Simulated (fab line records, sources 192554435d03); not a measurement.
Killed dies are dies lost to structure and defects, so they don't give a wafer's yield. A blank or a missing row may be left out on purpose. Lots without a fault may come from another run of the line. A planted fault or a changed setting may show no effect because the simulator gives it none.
Chamber matching | flow n5_finfet | N5_BEOL_M9_STRIP_36 on rie_diel-03: 4 sister chambers
The step strips in N2/H2. 4 wafers are shown with their chamber, then 11 later ones without.

WAFERS WITH THEIR CHAMBER
wafer  | chamber | drypump_motor_current_A (A)
L089.3 | 2       | 5.8
L088.1 | 3       | 6.7
L088.4 | 0       | 4.9
L093.1 | 1       | 6.1

WAFERS WITHOUT THEIR CHAMBER
wafer  | drypump_motor_current_A (A)
L093.5 | 6.1
L093.6 | 5.8
L091.2 | 4.9
L091.4 | 5.7
L091.6 | 6.6
L095.2 | 6.7
L095.3 | 5.8
L095.4 | 4.9
L097.1 | 6.7
L097.2 | 4.9
L097.3 | 5.8

WHICH CHAMBER EACH WENT THROUGH
wafer  | from the rows above | in truth
L093.5 | 1                   | 1
L093.6 | 2                   | 2
L091.2 | 0                   | 0
L091.4 | 2                   | 2
L091.6 | 3                   | 3
L095.2 | 3                   | 3
L095.3 | 2                   | 2
L095.4 | 0                   | 0
L097.1 | 3                   | 3
L097.2 | 0                   | 0
L097.3 | 2                   | 2
Placed correctly: 11 of 11. Can't be placed from these rows: 0. Placed wrongly: 0.
How it was worked out, from the rows above alone: a wafer's distance from a chamber is the root of the sum, over the readings, of the square of ((its reading less the chamber's mean) divided by the reading's scatter). The wafer belongs to the nearest chamber; if the next one is less than 2 further off, it can't be placed. A chamber's mean is the mean of its shown wafers. The scatter: with one shown wafer a chamber, the root of the mean of the squares of how far each hidden wafer lies from its nearest shown one.
